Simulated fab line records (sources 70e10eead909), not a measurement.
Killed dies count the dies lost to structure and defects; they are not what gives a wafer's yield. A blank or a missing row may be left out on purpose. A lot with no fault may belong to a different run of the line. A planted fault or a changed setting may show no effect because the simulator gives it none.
Chamber matching || flow nand_harc || NHARC_A_SLIT_DESCUM_14 on rie_diel-06 has 4 sister chambers
The step chemistry O2, time 3 s. 14 wafers are shown with their chamber, then 7 later ones without.

== EACH WAFER AND ITS CHAMBER ==
{"wafer": "L310.2", "chamber": 0, "showerhead_plenum_p_Torr (Torr)": 2.01, "drypump_motor_current_A (A)": 5.4, "rf_vpp_V (V)": 58.4}
{"wafer": "L310.3", "chamber": 2, "showerhead_plenum_p_Torr (Torr)": 1.91, "drypump_motor_current_A (A)": 6.0, "rf_vpp_V (V)": 57.7}
{"wafer": "L310.6", "chamber": 3, "showerhead_plenum_p_Torr (Torr)": 2.06, "drypump_motor_current_A (A)": 5.9, "rf_vpp_V (V)": 58.2}
{"wafer": "L314.4", "chamber": 1, "showerhead_plenum_p_Torr (Torr)": 2.05, "drypump_motor_current_A (A)": 5.2, "rf_vpp_V (V)": 57.8}
{"wafer": "L314.5", "chamber": 1, "showerhead_plenum_p_Torr (Torr)": 2.05, "drypump_motor_current_A (A)": 5.2, "rf_vpp_V (V)": 58.6}
{"wafer": "L314.6", "chamber": 0, "showerhead_plenum_p_Torr (Torr)": 2.01, "drypump_motor_current_A (A)": 5.5, "rf_vpp_V (V)": 58.9}
{"wafer": "L316.1", "chamber": 0, "showerhead_plenum_p_Torr (Torr)": 2.01, "drypump_motor_current_A (A)": 5.4, "rf_vpp_V (V)": 58.8}
{"wafer": "L316.4", "chamber": 3, "showerhead_plenum_p_Torr (Torr)": 2.06, "drypump_motor_current_A (A)": 6.0, "rf_vpp_V (V)": 57.0}
{"wafer": "L316.5", "chamber": 2, "showerhead_plenum_p_Torr (Torr)": 1.90, "drypump_motor_current_A (A)": 6.1, "rf_vpp_V (V)": 57.7}
{"wafer": "L317.1", "chamber": 2, "showerhead_plenum_p_Torr (Torr)": 1.90, "drypump_motor_current_A (A)": 6.0, "rf_vpp_V (V)": 57.3}
{"wafer": "L317.2", "chamber": 3, "showerhead_plenum_p_Torr (Torr)": 2.06, "drypump_motor_current_A (A)": 5.9, "rf_vpp_V (V)": 58.1}
{"wafer": "L317.3", "chamber": 1, "showerhead_plenum_p_Torr (Torr)": 2.05, "drypump_motor_current_A (A)": 5.3, "rf_vpp_V (V)": 59.2}
{"wafer": "L318.1", "chamber": 3, "showerhead_plenum_p_Torr (Torr)": 2.06, "drypump_motor_current_A (A)": 6.0, "rf_vpp_V (V)": 59.6}
{"wafer": "L318.3", "chamber": 0, "showerhead_plenum_p_Torr (Torr)": 2.01, "drypump_motor_current_A (A)": 5.4, "rf_vpp_V (V)": 56.9}

SIGNATURES, as means of the wafers listed above
{"reading": "showerhead_plenum_p_Torr", "chamber 0": 2.0100, "chamber 1": 2.0500, "chamber 2": 1.9033, "chamber 3": 2.0600, "scatter within a chamber": 0.00258}
{"reading": "drypump_motor_current_A", "chamber 0": 5.425, "chamber 1": 5.233, "chamber 2": 6.033, "chamber 3": 5.950, "scatter within a chamber": 0.0555}
{"reading": "rf_vpp_V", "chamber 0": 58.250, "chamber 1": 58.533, "chamber 2": 57.567, "chamber 3": 58.225, "scatter within a chamber": 0.841}
Rule: a wafer's distance from a chamber is the root of the sum, over the readings, of the square of ((its reading less the chamber's mean) divided by the reading's scatter). If the next closest chamber is less than 2 further off than the closest, the wafer can't be placed; otherwise it belongs to the closest. How the scatter is found: for the shown wafers, subtract from each reading the mean of its chamber, square and add these, divide the total by (wafers less chambers), then take the root.

== WAFERS WITHOUT THEIR CHAMBER ==
{"wafer": "L318.5", "showerhead_plenum_p_Torr (Torr)": 2.05, "drypump_motor_current_A (A)": 5.3, "rf_vpp_V (V)": 58.6}
{"wafer": "L320.1", "showerhead_plenum_p_Torr (Torr)": 2.01, "drypump_motor_current_A (A)": 5.4, "rf_vpp_V (V)": 58.0}
{"wafer": "L320.3", "showerhead_plenum_p_Torr (Torr)": 1.90, "drypump_motor_current_A (A)": 6.1, "rf_vpp_V (V)": 57.5}
{"wafer": "L320.6", "showerhead_plenum_p_Torr (Torr)": 2.06, "drypump_motor_current_A (A)": 6.0, "rf_vpp_V (V)": 57.5}
{"wafer": "L331.2", "showerhead_plenum_p_Torr (Torr)": 1.90, "drypump_motor_current_A (A)": 6.1, "rf_vpp_V (V)": 57.9}
{"wafer": "L331.3", "showerhead_plenum_p_Torr (Torr)": 2.05, "drypump_motor_current_A (A)": 5.2, "rf_vpp_V (V)": 58.2}
{"wafer": "L331.5", "showerhead_plenum_p_Torr (Torr)": 2.01, "drypump_motor_current_A (A)": 5.4, "rf_vpp_V (V)": 57.6}

== WHICH CHAMBER EACH ONE RAN IN ==
{"wafer": "L318.5", "from the rows above": 1, "in truth": 1}
{"wafer": "L320.1", "from the rows above": 0, "in truth": 0}
{"wafer": "L320.3", "from the rows above": 2, "in truth": 2}
{"wafer": "L320.6", "from the rows above": 3, "in truth": 3}
{"wafer": "L331.2", "from the rows above": 2, "in truth": 2}
{"wafer": "L331.3", "from the rows above": 1, "in truth": 1}
{"wafer": "L331.5", "from the rows above": 0, "in truth": 0}
Correctly placed: 7 of 7. Left unplaced by these rows: 0. Placed wrongly: 0.
